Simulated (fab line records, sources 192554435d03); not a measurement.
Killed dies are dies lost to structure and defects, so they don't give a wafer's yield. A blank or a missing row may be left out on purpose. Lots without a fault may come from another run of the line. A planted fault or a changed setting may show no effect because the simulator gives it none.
A struck lot beside a sound one | flow n5_finfet | 36 steps out of a route of 1938
Sound: wafers L949.1, L949.3, L949.6. Struck: wafers L955.1, L955.4, L955.5. The cause comes at the end.
At each step with rows: each side's tool, then ch and its chambers, then its first start. Under that, the readings that differ: sound wafers | struck wafers | difference of the means | sigmas: that difference in standard deviations of wafers without a fault.
alike: readings whose means differ by less than 2 such deviations, and words and numbers that are the same on both sides. not compared: withheld readings, readings that some wafer has no value for, bounds like >300 that may hide the same value, and numbers for which the record gives no deviation and whose values overlap.
The two part at a step that has a row with sigmas, a row that says differs or no value, or rows on one side only. Numbers that don't overlap but have no deviation are shown without sigmas and don't part them. A reading that every wafer of one side lacks parts them only if that side has two wafers or more.

first, 9 steps without rows for these wafers: N5_ILD0_PRECLEAN_10 (cleans in NF3:NH3, afs cycles 5, time 20 s, sublimation time 60 s); N5_ILD0_ALD_15 (deposits SiNx, target thk 24 nm, pulse time 1 s, ald cycles 480); N5_ILD0_CMP_12 (polishes SiNx, stops on poly-Si, t overpolish 6 s, target thk 17.67 nm); N5_SDB_HM_DEP_00 (deposits SiNx from SiH4/NH3/N2, target thk 40 nm, time 35.3 s); N5_SDB_COAT_03 (time 60 s, resist thk 100 nm); N5_SDB_COAT_04 (time 60 s, resist thk 18 nm); N5_SDB_COAT_05 (resist thk 90 nm); N5_SDB_EBR_07; N5_SDB_SOFTBAKE_06 (time 60 s).
N5_SDB_EXPOSE_08: exposes mask SDB.
  sound on arfi_scanner-01 ch 0, day 6 05:42; struck on arfi_scanner-01 ch 0, day 7 16:44
  reading              | sound             | struck            | difference | sigmas
  exposure_dose_mJ_cm2 | 49.57 49.62 49.59 | 46.04 46.11 46.06 | -3.52      | -63
  alike: mask, focus_offset_nm, stage_vel_mm_s
then, 2 steps without rows for these wafers: N5_SDB_PEB_09 (peb time 60 s); N5_SDB_DEVELOP_10 (develop time 30 s).
N5_SDB_CD_MEAS_11: target cd 50 nm.
  sound on cd_sem-02 ch 0, day 6 05:49; struck on cd_sem-02 ch 0, day 7 16:52
  reading    | sound          | struck         | difference | sigmas
  cd_nm (nm) | 49.8 51.2 49.4 | 41.3 40.6 41.0 | -9.2       | -11
then, 21 steps without rows for these wafers: N5_SDB_DESCUM_16 (chemistry O2, time 7.9 s); N5_SDB_ETCH_17 (etches SiARC in CF4, target depth 23.4 nm, time 39 s); N5_SDB_ETCH_18 (etches SOC in N2/H2, target depth 100 nm, overetch 20 nm, time 150 s); N5_SDB_STRIP_19 (strips in N2/H2); N5_SDB_STRIP_21 (strips in CF4); N5_SDB_HM_OPEN_20 (chemistry CH3F/O2, target SiNx, stops on poly-Si, target depth 24 nm); N5_SDB_STRIP_22 (strips in N2/H2); N5_SDB_PRECLEAN_23 (cleans in dHF, time 30 s); N5_SDB_DUMMY_REMOVE_24 (chemistry TMAH, target poly-Si, stops on SiO2, target depth 142 nm, time 57 s, rinse time 30 s); N5_SDB_ETCH_25 (etches SiO2 in C4F6/O2, target depth 10 nm, time 3.3 s); N5_SDB_CUT_ETCH_26 (etches Si in HBr/Cl2/O2, target depth 129.6 nm, bt time 20 s, time 51.8 s); N5_SDB_PRECLEAN_38 (cleans in dHF, time 10 s); N5_SDB_PRECLEAN_39 (cleans in O3/DIW, time 45 s); N5_SDB_SRD_28 (time 30 s); N5_SDB_ALD_29 (deposits SiNx, target thk 30 nm, pulse time 1 s, ald cycles 600); N5_SDB_CMP_30 (polishes, stops on poly-Si, t overpolish 1.54 s, target thk 30 nm); N5_DUMMY_REMOVAL_HM_STRIP_01 (strips SiNx in CH3F/O2, stops on poly-Si, target depth 4 nm, time 6.8 s); N5_DUMMY_REMOVAL_STRIP_10 (strips in N2/H2, time 40 s); N5_DUMMY_REMOVAL_PRECLEAN_07 (cleans in dHF, time 30 s); N5_DUMMY_REMOVAL_DUMMY_REMOVE_02 (chemistry TMAH, target poly-Si, stops on SiO2, target depth 142 nm, time 57 s, rinse time 30 s); N5_DUMMY_REMOVAL_PRECLEAN_08 (cleans in NF3:NH3, afs cycles 2, time 20 s, sublimation time 60 s).
-- the record jumps here: 7 days lie between the struck wafers' starts before and after (it left off in module DUMMY_REMOVAL and takes up again in module BEOL_M4, whose first step shown is number 1111 of the route) --
N5_BEOL_M4_RC_MEAS_101:
  sound on prober-01 ch 0, day 12 19:11; struck on prober-01 ch 0, day 14 05:01
  alike: DIBL_N, DIBL_P, IOFF_N, IOFF_P, ION_N, ION_P, SS_N, SS_P, VT_N, VT_P
-- the record jumps here: 4 days lie between the struck wafers' starts before and after (it left off in module BEOL_M4 and takes up again in module PASSIVATION, whose first step shown is number 1936 of the route) --
N5_PASSIVATION_PROBE_49:
  the record has rows for the struck wafers here (prober-01, day 18 11:17) and none for the sound ones

WHERE THEY PART
First at N5_SDB_EXPOSE_08; last, within this record, at N5_PASSIVATION_PROBE_49.

WHY: what the simulator had put in
Process parameter drift: arfi_scanner-01, from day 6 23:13 on, at N5_SDB_EXPOSE_08. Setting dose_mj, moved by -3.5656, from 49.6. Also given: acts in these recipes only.
